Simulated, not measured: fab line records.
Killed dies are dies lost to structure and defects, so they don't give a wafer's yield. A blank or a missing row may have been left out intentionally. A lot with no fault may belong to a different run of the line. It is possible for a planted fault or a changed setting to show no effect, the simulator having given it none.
Which tool is to blame?	flow n5Finfet	66 wafers from 22 lots sampled at 6 of the route's 1938 steps

## WHAT THE GAUGES READ, wafer by wafer
The record lacks any reading of a measuring or inspecting step that a usual standard deviation could be used to judge.

## EACH LOT AND THE TOOL THAT RAN IT (in order: tool; ch and the chambers of the sampled wafers; start)
lot	N5_BEOL_M1_STRIP_19	N5_BEOL_M1_ETCH_77	N5_BEOL_M1_TRENCH_ETCH_37	N5_BEOL_M1_ETCH_41	N5_BEOL_M1_SURFACE_TREAT_85	N5_BEOL_M1_SPUTTER_90
L074	rieDiel-05 ch 0,1,2, day 6 01:09	rieDiel-05 ch 0,1,2, day 6 01:45	rieDiel-03 ch 0,2, day 6 10:22 or earlier	rieDiel-03 ch 0,2, day 6 10:22 or earlier	pvdSputter-01, day 6 10:22	pvdSputter-02, day 6 11:42
L075	rieDiel-05 ch 0,3, day 6 11:27	rieDiel-05 ch 0,1,2, day 6 12:08	rieDiel-03 ch 0,1, day 6 14:14 or earlier	rieDiel-03 ch 0,1, day 6 14:14 or earlier	pvdSputter-01, day 6 14:14	pvdSputter-02, day 6 15:44
L076	rieDiel-03 ch 1,2,3, day 6 19:12	rieDiel-03 ch 0,1,3, day 6 19:52	rieDiel-04 ch 0,1, day 6 22:46 or earlier	rieDiel-04 ch 0,1, day 6 22:46 or earlier	pvdSputter-03, day 6 22:46	pvdSputter-03, day 7 00:07
L077	rieDiel-05 ch 0,1,2, day 6 21:46	rieDiel-05 ch 0,1, day 6 22:19	rieDiel-04 ch 0,1,3, day 7 00:53 or earlier	rieDiel-04 ch 0,1,3, day 7 00:53 or earlier	pvdSputter-03, day 7 00:53	pvdSputter-03, day 7 02:34
L078	rieDiel-03 ch 0,2,3, day 7 04:09	rieDiel-05 ch 2,3, day 7 04:41	rieDiel-04 ch 0,2,3, day 7 08:45 or earlier	rieDiel-04 ch 0,2,3, day 7 08:45 or earlier	pvdSputter-03, day 7 08:45	pvdSputter-03, day 7 11:56
L079	rieDiel-05 ch 0,1,2, day 7 13:52	rieDiel-04 ch 0,1,2, day 7 14:35	rieDiel-04 ch 0,1,2, day 7 17:02 or earlier	rieDiel-04 ch 0,1,2, day 7 17:02 or earlier	pvdSputter-01, day 7 17:02	pvdSputter-01, day 7 18:28
L080	rieDiel-04 ch 0,1, day 7 17:01	rieDiel-05 ch 0,1,2, day 7 17:34	rieDiel-03 ch 0,1,2, day 7 19:45 or earlier	rieDiel-03 ch 0,1,2, day 7 19:45 or earlier	pvdSputter-02, day 7 19:45	pvdSputter-01, day 7 21:07
L081	rieDiel-05 ch 0,1,3, day 7 20:08	rieDiel-04 ch 0,1,2, day 7 20:41	rieDiel-03 ch 0,1,3, day 8 00:36 or earlier	rieDiel-03 ch 0,1,3, day 8 00:36 or earlier	pvdSputter-01, day 8 00:36	pvdSputter-01, day 8 02:13
L084	rieDiel-03 ch 0,2,3, day 8 12:03	rieDiel-04 ch 1,3, day 8 12:36	rieDiel-03 ch 1,2,3, day 8 15:37 or earlier	rieDiel-03 ch 1,2,3, day 8 15:37 or earlier	pvdSputter-03, day 8 15:37	pvdSputter-03, day 8 16:57
L083	rieDiel-03 ch 2,3, day 8 17:48	rieDiel-05 ch 0,3, day 8 18:22	rieDiel-04 ch 0,2,3, day 8 22:01 or earlier	rieDiel-04 ch 0,2,3, day 8 22:01 or earlier	pvdSputter-01, day 8 22:01	pvdSputter-03, day 8 23:20
L085	rieDiel-05 ch 0,2,3, day 8 21:28	rieDiel-04 ch 0,1, day 8 22:08	rieDiel-05 ch 0,3, day 9 03:49 or earlier	rieDiel-05 ch 0,3, day 9 03:49 or earlier	pvdSputter-03, day 9 03:49	pvdSputter-01, day 9 05:13
L086	rieDiel-03 ch 1,3, day 9 03:14	rieDiel-03 ch 0,1,2, day 9 03:47	rieDiel-04 ch 0,2,3, day 9 11:01 or earlier	rieDiel-04 ch 0,2,3, day 9 11:01 or earlier	pvdSputter-03, day 9 11:01	pvdSputter-01, day 9 14:08
L087	rieDiel-05 ch 0,1,3, day 9 07:03	rieDiel-04 ch 0,1,2, day 9 07:36	rieDiel-04 ch 0,2,3, day 9 15:47 or earlier	rieDiel-04 ch 0,2,3, day 9 15:47 or earlier	pvdSputter-01, day 9 15:47	pvdSputter-01, day 9 17:07
L088	rieDiel-05 ch 1,2,3, day 9 12:31	rieDiel-04 ch 1,2, day 9 13:11	rieDiel-05 ch 2,3, day 9 20:34 or earlier	rieDiel-05 ch 2,3, day 9 20:34 or earlier	pvdSputter-03, day 9 20:34	pvdSputter-01, day 9 22:00
L089	rieDiel-03 ch 0,1,3, day 9 20:01	rieDiel-05 ch 0,2,3, day 9 20:34	rieDiel-03 ch 0,1,2, day 10 00:08 or earlier	rieDiel-03 ch 0,1,2, day 10 00:08 or earlier	pvdSputter-02, day 10 00:08	pvdSputter-01, day 10 01:56
L090	rieDiel-04 ch 0,1,2, day 10 03:14	rieDiel-05 ch 0,2,3, day 10 04:02	rieDiel-03 ch 0,2,3, day 10 11:10 or earlier	rieDiel-03 ch 0,2,3, day 10 11:10 or earlier	pvdSputter-01, day 10 11:10	pvdSputter-02, day 10 12:31
L091	rieDiel-05 ch 1,2,3, day 10 07:57	rieDiel-03 ch 1,3, day 10 08:37	rieDiel-05 ch 1,2,3, day 10 16:21 or earlier	rieDiel-05 ch 1,2,3, day 10 16:21 or earlier	pvdSputter-01, day 10 16:21	pvdSputter-03, day 10 17:49
L092	rieDiel-03 ch 0,1,3, day 10 17:01	rieDiel-05 ch 1,2,3, day 10 17:58	rieDiel-05 ch 0,1,2, day 10 22:59 or earlier	rieDiel-05 ch 0,1,2, day 10 22:59 or earlier	pvdSputter-02, day 10 22:59	pvdSputter-01, day 11 00:25
L093	rieDiel-05 ch 0,1, day 10 23:09	rieDiel-03 ch 0,1, day 10 23:46	rieDiel-05 ch 1,2, day 11 02:14 or earlier	rieDiel-05 ch 1,2, day 11 02:14 or earlier	pvdSputter-01, day 11 02:14	pvdSputter-01, day 11 03:37
L094	rieDiel-05 ch 0,1,2, day 11 02:31	rieDiel-05 ch 0,1,2, day 11 03:14	rieDiel-03 ch 1,2,3, day 11 06:49 or earlier	rieDiel-03 ch 1,2,3, day 11 06:49 or earlier	pvdSputter-01, day 11 06:49	pvdSputter-01, day 11 08:14
L095	rieDiel-04 ch 0,1,2, day 11 09:17	rieDiel-05 ch 0,1,2, day 11 09:50	rieDiel-03 ch 0,1,3, day 11 13:50 or earlier	rieDiel-03 ch 0,1,3, day 11 13:50 or earlier	pvdSputter-03, day 11 13:50	pvdSputter-01, day 11 15:11
L096	rieDiel-03 ch 0,1,2, day 11 13:10	rieDiel-03 ch 0,2,3, day 11 13:43	rieDiel-05 ch 0,1, day 11 16:59 or earlier	rieDiel-05 ch 0,1, day 11 16:59 or earlier	pvdSputter-02, day 11 16:59	pvdSputter-03, day 11 18:18
- N5_BEOL_M1_STRIP_19: strips in O2.
- N5_BEOL_M1_ETCH_77: etches underlayer in N2/H2, target depth 6.5 nm, time 5.2 s.
- N5_BEOL_M1_TRENCH_ETCH_37: etches SiOC in C4F6/O2, target depth 55.207 nm, time 29 s.
- N5_BEOL_M1_ETCH_41: etches SiCN in CH3F/O2, target depth 31.9 nm, time 57.8 s.
- N5_BEOL_M1_SURFACE_TREAT_85
- N5_BEOL_M1_SPUTTER_90: material Cu, target thk 4.5 nm, time 8.29 s.

## WHAT THE TOOLS THEMSELVES READ (means of the sampled wafers that have a number; where no wafer has one, the mark that the record gives instead)
N5_BEOL_M1_STRIP_19.
lot	tool	drypumpMotorCurrentA (A)	oesProductAu (a.u.)	rfVppV (V)	showerheadPlenumPTorr (Torr)	throttleValvePct (%)
L074	rieDiel-05	5.7	0.90	3.7	2.17	16.57
L075	rieDiel-05	6.0	0.84	4.3	2.06	16.73
L076	rieDiel-03	6.1	0.87	3.3	2.12	16.58
L077	rieDiel-05	5.7	0.88	3.6	2.16	16.60
L078	rieDiel-03	5.9	0.87	3.4	2.15	16.61
L079	rieDiel-05	5.7	0.88	3.2	2.16	16.60
L080	rieDiel-04	5.7	0.83	3.8	2.06	16.81
L081	rieDiel-05	5.7	0.82	3.6	2.11	16.61
L084	rieDiel-03	5.9	0.84	3.2	2.15	16.64
L083	rieDiel-03	6.1	0.91	3.9	2.19	16.58
L085	rieDiel-05	5.7	0.80	3.8	2.11	16.69
L086	rieDiel-03	6.1	0.86	3.6	2.15	16.69
L087	rieDiel-05	5.6	0.81	3.7	2.11	16.63
L088	rieDiel-05	5.4	0.80	4.2	2.17	16.55
L089	rieDiel-03	5.8	0.79	3.7	2.11	16.74
L090	rieDiel-04	5.5	0.76	4.1	2.10	16.71
L091	rieDiel-05	5.3	0.80	3.8	2.16	16.55
L092	rieDiel-03	5.8	0.79	3.3	2.11	16.75
L093	rieDiel-05	5.6	0.84	3.7	2.15	16.60
L094	rieDiel-05	5.7	0.84	3.7	2.15	16.65
L095	rieDiel-04	5.5	0.75	3.4	2.09	16.72
L096	rieDiel-03	5.9	0.75	3.6	2.06	16.69

N5_BEOL_M1_ETCH_77.
lot	tool	drypumpMotorCurrentA (A)	etchRfOnTimeS (s)	oesProductAu (a.u.)	rfVppV (V)	showerheadPlenumPTorr (Torr)	throttleValvePct (%)
L074	rieDiel-05	5.7	5.02	0.78	526.0	2.63	17.85
L075	rieDiel-05	5.7	5.04	0.77	526.2	2.63	17.84
L076	rieDiel-03	5.8	5.16	0.71	524.8	2.56	17.90
L077	rieDiel-05	6.0	5.04	0.76	525.7	2.56	17.93
L078	rieDiel-05	5.4	5.24	0.69	525.8	2.63	17.83
L079	rieDiel-04	5.5	5.18	0.67	523.9	2.55	17.86
L080	rieDiel-05	5.7	5.08	0.75	525.4	2.63	17.85
L081	rieDiel-04	5.5	5.14	0.67	523.3	2.55	17.87
L084	rieDiel-04	5.8	5.12	0.66	521.2	2.44	17.96
L083	rieDiel-05	6.0	5.15	0.69	522.2	2.49	18.02
L085	rieDiel-04	6.0	5.24	0.65	521.3	2.51	17.90
L086	rieDiel-03	5.9	5.28	0.65	522.5	2.51	17.79
L087	rieDiel-04	5.5	5.21	0.66	524.5	2.55	17.89
L088	rieDiel-04	5.2	5.10	0.68	524.2	2.53	18.04
L089	rieDiel-05	5.7	5.16	0.69	523.2	2.55	17.95
L090	rieDiel-05	5.7	5.18	0.68	524.1	2.55	17.96
L091	rieDiel-03	6.1	5.18	0.72	525.2	2.61	17.95
L092	rieDiel-05	5.4	5.15	0.67	526.6	2.62	17.79
L093	rieDiel-03	5.6	5.25	0.63	521.7	2.49	17.93
L094	rieDiel-05	5.7	5.09	0.72	524.9	2.62	17.90
L095	rieDiel-05	5.7	5.15	0.72	526.0	2.61	17.93
L096	rieDiel-03	5.9	5.24	0.69	526.3	2.60	17.87

N5_BEOL_M1_TRENCH_ETCH_37.
lot	tool	drypumpMotorCurrentA (A)	mfcArSccm (sccm)	oesProductAu (a.u.)	rfVppV (V)	showerheadPlenumPTorr (Torr)	throttleValvePct (%)
L074	rieDiel-03	5.7	299.8	0.80	668	2.87	20.89
L075	rieDiel-03	5.8	300.7	0.76	657	2.77	20.89
L076	rieDiel-04	5.7	301.0	0.83	654	2.80	21.04
L077	rieDiel-04	5.9	300.4	0.78	655	2.78	20.88
L078	rieDiel-04	5.7	298.6	0.74	658	2.83	20.70
L079	rieDiel-04	5.5	300.3	0.77	658	2.85	20.87
L080	rieDiel-03	5.9	299.4	0.77	661	2.82	20.83
L081	rieDiel-03	5.8	300.3	0.81	662	2.87	20.96
L084	rieDiel-03	6.1	299.2	0.84	661	2.88	20.84
L083	rieDiel-04	5.7	300.2	0.73	658	2.83	20.72
L085	rieDiel-05	5.7	299.8	0.74	662	2.81	20.90
L086	rieDiel-04	5.7	298.9	0.73	658	2.83	20.72
L087	rieDiel-04	5.7	299.7	0.72	659	2.83	20.73
L088	rieDiel-05	5.4	300.0	0.80	667	2.93	20.75
L089	rieDiel-03	5.8	300.2	0.76	661	2.81	20.85
L090	rieDiel-03	5.9	299.7	0.82	666	2.92	20.91
L091	rieDiel-05	5.4	300.0	0.80	663	2.93	20.73
L092	rieDiel-05	5.7	301.0	0.84	666	2.92	20.85
L093	rieDiel-05	5.3	299.9	0.84	665	2.99	20.69
L094	rieDiel-03	6.1	298.8	0.81	660	2.87	20.86
L095	rieDiel-03	5.8	300.0	0.79	660	2.86	21.00
L096	rieDiel-05	6.0	299.2	0.84	664	2.84	20.96

N5_BEOL_M1_ETCH_41.
lot	tool	drypumpMotorCurrentA (A)	mfcArSccm (sccm)	oesProductAu (a.u.)	rfVppV (V)	showerheadPlenumPTorr (Torr)	throttleValvePct (%)
L074	rieDiel-03	5.7	149.7	0.80	296.9	2.02	16.34
L075	rieDiel-03	5.8	149.9	0.76	296.2	1.94	16.38
L076	rieDiel-04	5.7	149.9	0.82	297.3	1.97	16.46
L077	rieDiel-04	5.9	149.8	0.79	296.4	1.95	16.34
L078	rieDiel-04	5.6	150.0	0.73	297.5	1.99	16.22
L079	rieDiel-04	5.5	149.8	0.78	298.4	2.00	16.32
L080	rieDiel-03	5.9	150.3	0.78	297.2	1.98	16.30
L081	rieDiel-03	5.8	149.6	0.82	298.4	2.02	16.39
L084	rieDiel-03	6.0	150.1	0.84	297.6	2.02	16.27
L083	rieDiel-04	5.7	149.8	0.73	297.7	1.99	16.23
L085	rieDiel-05	5.6	149.8	0.75	296.8	1.97	16.37
L086	rieDiel-04	5.7	149.8	0.73	296.5	1.99	16.24
L087	rieDiel-04	5.7	150.0	0.73	296.9	1.99	16.24
L088	rieDiel-05	5.4	150.1	0.80	298.8	2.06	16.22
L089	rieDiel-03	5.9	150.0	0.76	296.6	1.98	16.34
L090	rieDiel-03	5.9	149.8	0.82	297.7	2.05	16.34
L091	rieDiel-05	5.3	149.5	0.80	298.2	2.06	16.21
L092	rieDiel-05	5.7	150.0	0.84	298.3	2.05	16.27
L093	rieDiel-05	5.3	150.5	0.85	300.3	2.11	16.13
L094	rieDiel-03	6.1	150.5	0.81	296.8	2.02	16.31
L095	rieDiel-03	5.8	149.8	0.79	297.1	2.01	16.45
L096	rieDiel-05	6.0	149.6	0.84	296.8	2.00	16.38

N5_BEOL_M1_SPUTTER_90.
lot	tool	substrateTempC (C)	throttleValvePct (%)
L074	pvdSputter-02	-20.16	29.9
L075	pvdSputter-02	-20.03	30.4
L076	pvdSputter-03	-20.11	30.8
L077	pvdSputter-03	-20.03	30.7
L078	pvdSputter-03	-19.94	31.4
L079	pvdSputter-01	-19.98	30.2
L080	pvdSputter-01	-19.99	30.1
L081	pvdSputter-01	-19.89	29.8
L084	pvdSputter-03	-20.11	29.9
L083	pvdSputter-03	-19.93	31.2
L085	pvdSputter-01	-20.01	29.9
L086	pvdSputter-01	-20.00	30.1
L087	pvdSputter-01	-20.00	30.2
L088	pvdSputter-01	-20.06	29.7
L089	pvdSputter-01	-19.92	29.7
L090	pvdSputter-02	-19.97	29.8
L091	pvdSputter-03	-19.92	30.7
L092	pvdSputter-01	-20.03	29.6
L093	pvdSputter-01	-20.13	29.9
L094	pvdSputter-01	-19.92	29.9
L095	pvdSputter-01	-19.94	29.9
L096	pvdSputter-03	-20.13	30.3

## THE ANSWER, worked out from the rows above alone
Rule: the lots themselves supply what counts as usual. The widest of any qualifying gaps counts: lots, ordered by their means at a reading, are off when they make up no more than a third of the lots, leave a main group of 4 or more, and stand apart from it by 3 or more times the standard deviation of that group's means. If all means in a main group match to the digits the tables above print for the reading, that group is not used. Also off: a lot with no number at a reading for which 4 or more lots have one. Where the step has rows for the other lots, those lots are counted as sound. Order of review: gauges by route order, followed by the tools' own readings, for which a lot's mean as printed above is used. The first step at which some lot is off is used, and at that step the reading that is off furthest; a lot without a number counts as furthest.
Nothing can be told from this: no lot is off at any reading shown.

## WHAT THE SIMULATOR HAD PUT IN
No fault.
